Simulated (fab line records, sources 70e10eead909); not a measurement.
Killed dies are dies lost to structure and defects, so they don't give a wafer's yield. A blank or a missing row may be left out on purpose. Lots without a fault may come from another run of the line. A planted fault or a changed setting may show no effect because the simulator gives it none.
Which tool did it? | flow nand_harc | 6 lots, 18 wafers sampled, at 1 step of a route of 1159

WHAT THE GAUGES READ, wafer by wafer
NHARC_A_SGD_CUT_OVL_MEAS_10.
lot  | measured     | on         | overlay_x_nm (nm)
L999 | day 14 13:13 | overlay-02 | 0.7 1.1 0.9
L103 | day 15 16:49 | overlay-02 | -0.3 -0.3 -0.3
L105 | day 16 02:49 | overlay-02 | -1.8 -1.3 -1.3
L111 | day 17 17:37 | overlay-02 | 0.1 0.1 0.3
L115 | day 18 12:27 | overlay-01 | -1.4 -1.8 -1.4
L118 | day 19 20:13 | overlay-02 | 0.1 0.0 -0.5

WHICH TOOL RAN EACH LOT (tool, then ch and the chambers of the sampled wafers, then the start)
The record holds no process step before these readings.

THE ANSWER, worked out from the rows above alone
Rule: what is usual is taken from the lots themselves. Put in order of their means at a reading, lots are off if they are a third of the lots or fewer, leave a main group of 4 or more, and stand apart from it by a gap of 3 or more times the standard deviation of the main group's means; of several such gaps the widest counts. A main group whose means are all the same, to the digits that the tables above print for the reading, isn't used. A lot without any number at a reading at which 4 lots or more have one is off too. The other lots that the step has rows for count as sound.
No lot is off at any reading shown: from this, nothing can be told.

WHAT THE SIMULATOR HAD PUT IN
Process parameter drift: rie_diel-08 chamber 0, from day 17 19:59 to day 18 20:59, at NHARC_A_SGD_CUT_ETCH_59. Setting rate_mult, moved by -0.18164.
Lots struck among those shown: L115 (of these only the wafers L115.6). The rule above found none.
